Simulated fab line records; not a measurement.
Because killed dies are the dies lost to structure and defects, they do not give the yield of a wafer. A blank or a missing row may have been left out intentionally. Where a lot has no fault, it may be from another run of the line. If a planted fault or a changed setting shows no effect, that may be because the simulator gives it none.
A struck lot beside a sound one ; flow n5Finfet ; 38 out of 1938 route steps
Sound: these wafers, L915.2, L915.5, L915.6. Struck: wafer L917.5. (L917.3, L917.6 of the same lot were not struck and are left out.) The cause comes at the end.
For every step that has rows: the tool of each side, followed by ch and its chambers, followed by its first start. Under that, the readings that differ: sound wafers ; struck wafers ; difference of the means ; sigmas: that difference in standard deviations of wafers without a fault.
alike: words and numbers the same on both sides, and readings whose means are apart by under 2 such deviations; not compared: readings that were withheld, readings missing a value for some wafer, numbers with overlapping values and no deviation given by the record, and bounds like >300 which may hide the same value.
The two part at a step that has a row with sigmas, a row that says differs or no value, or rows on one side only. Non-overlapping numbers with no deviation appear without sigmas and do not part them. A reading that every wafer of one side lacks parts them only if that side has two wafers or more.

first, 9 steps without rows for these wafers: N5_BEOL_M4_ANNEAL_95 (time 240 s); N5_BEOL_M4_SPUTTER_96 (material Cu, target thk 4.5 nm, time 8.29 s); N5_BEOL_M4_ECD_50 (material Cu, target thk 300 nm); N5_BEOL_M4_ANNEAL_51 (time 90 s); N5_BEOL_M4_CMP_52 (polishes, stops on SiOC, t overpolish 6.8 s, target thk 40 nm); N5_BEOL_M4_PRE_CLEAN_60 (time 15 s); N5_BEOL_M4_CO_CAP_55 (material Co, precursor CCTBA/H2, target thk 2 nm, time 102.1 s); N5_BEOL_M4_PRE_CLEAN_56 (time 15 s); N5_BEOL_M4_DEP_57 (deposits SiCN from 3MS/NH3, target thk 8 nm, time 14 s).
N5_BEOL_M4_RC_MEAS_101:
  sound on prober-01 ch 0, day 10 21:40; struck on prober-02 ch 0, day 10 22:16
  alike: DIBL_N, DIBL_P, IOFF_N, IOFF_P, ION_N, ION_P, SS_N, SS_P, VT_N, VT_P
then, 24 steps without rows for these wafers: N5_BEOL_M5_ILD_DEP_00 (deposits SiCOH lowk from DEMS/porogen, target thk 140.64 nm, time 25.9 s); N5_BEOL_M5_CURE_79 (cures SiCOH lowk, time 240 s); N5_BEOL_M5_PECVD_70 (deposits SiO2 from TEOS/O2, target thk 16 nm, time 18 s); N5_BEOL_M5_HM_DEP_02 (deposits TiN, target thk 20 nm); N5_BEOL_M5_COAT_59 (time 60 s, resist thk 60 nm); N5_BEOL_M5_COAT_60 (time 60 s, resist thk 12 nm); N5_BEOL_M5_COAT_71 (time 60 s, resist thk 5 nm); N5_BEOL_M5_COAT_05 (resist thk 30 nm); N5_BEOL_M5_EBR_07; N5_BEOL_M5_SOFTBAKE_06 (time 60 s); N5_BEOL_M5_EXPOSE_08 (exposes mask M5, target cd 28 nm); N5_BEOL_M5_PEB_09 (peb time 60 s); N5_BEOL_M5_DEVELOP_10 (develop time 30 s); N5_BEOL_M5_DESCUM_16 (chemistry O2, time 7 s); N5_BEOL_M5_ETCH_72 (etches underlayer in N2/H2, target depth 6.5 nm, time 5.2 s); N5_BEOL_M5_ETCH_61 (etches SiARC in CF4, target depth 15.6 nm, time 26 s); N5_BEOL_M5_ETCH_62 (etches SOC in N2/H2, target depth 75 nm, overetch 15 nm, time 112.5 s); N5_BEOL_M5_STRIP_63 (strips in N2/H2); N5_BEOL_M5_STRIP_73 (strips in N2/H2); N5_BEOL_M5_STRIP_64 (strips in CF4); N5_BEOL_M5_HM_OPEN_17 (chemistry Cl2/BCl3, target TiN, target depth 20 nm, overetch 6 nm); N5_BEOL_M5_STRIP_19 (strips in O2); N5_BEOL_M5_COAT_65 (time 60 s, resist thk 60 nm); N5_BEOL_M5_COAT_66 (time 60 s, resist thk 12 nm).
-- here the record skips 2 days between the struck wafers' starts before and after, leaving off in module BEOL_M5 and picking up in module BEOL_M11 (first step shown: number 1536 of the route) --
N5_BEOL_M11_ILD_DEP_00: deposits SiCOH lowk from DEMS/porogen, target thk 308.51 nm, time 58 s.
  sound on pecvd-01 ch 0,1, day 12 22:18; struck on pecvd-01 ch 0, day 13 00:01
reading;sound;struck;difference;sigmas
runLengthS (s);101.0 101.7 101.3;140.3;+39.0;+97
model.SiCOH_lowk_of_BEOL_M11_ILD_DEP_00.thkNm (nm);301.2 305.8 308;518.6;+213.6;
  alike: heaterPowerW, showerheadPlenumPTorr, throttleValvePct
N5_BEOL_M11_THK_MEAS_01:
  sound: filmMetro-02 at day 12 23:02; struck: filmMetro-02 at day 13 00:37
reading;sound;struck;difference;sigmas
M11_ILD_THK (nm);261 266 267;456;+191;+53
N5_BEOL_M11_CMP_52: polishes, stops on SiCOH lowk, t overpolish 7 s, target thk 140 nm.
  sound on cmp-02 ch 0,1,2, day 13 05:28; struck on cmp-02 ch 0, day 13 07:50
reading;sound;struck;difference;sigmas
model.SiCOH_lowk_of_BEOL_M11_ILD_DEP_00.thkNm (nm);258.6 262.6 264.6;452.6;+190.7;
  alike: edgeZonePressureFrac, motorCurrentA, platenRpm
-- record jumps: 2 days separate the struck wafers' starts on either side; left off in module BEOL_M11, taken up again in module PASSIVATION, whose first shown step is the route's number 1936 --
N5_PASSIVATION_PROBE_49:
  sound: prober-01 at day 15 11:29; struck: prober-01 at day 15 16:41
reading;sound;struck;difference;sigmas
defectLimitedYield (%);88.7 92.1 90.6;0;-90;-60
killed_at_M4_up;30 15 20;1044;+1022;+99 or more
killedAtContacts;22 14 7;26;+12;+2
killedAtFrontEnd;40 20 28;67;+38;+3
killedDies;133 93 111;1180;+1068;+63
killedOnRim;19 10 12;152;+138;+31
killedOpen;86 69 69;112;+37;+3
sort_bin_5_function (%);6.9 4.1 6.0;94.7;+89.0;+93
sort_bin_6_memory (%);4.2 3.6 3.1;5.1;+1.5;+2
sortNPass;1047 1087 1069;0;-1068;-59
sortYieldPct (%);88.7 92.1 90.6;0;-90;-60
  alike: killed_at_M0_to_M3, killedAtOther, killedShort

## WHERE THEY PART
First at N5_BEOL_M11_ILD_DEP_00; last, within this record, at N5_PASSIVATION_PROBE_49.

WHY: what the simulator had put in
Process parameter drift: pecvd-01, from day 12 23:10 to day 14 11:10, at N5_BEOL_M11_ILD_DEP_00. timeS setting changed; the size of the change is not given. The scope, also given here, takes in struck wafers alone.
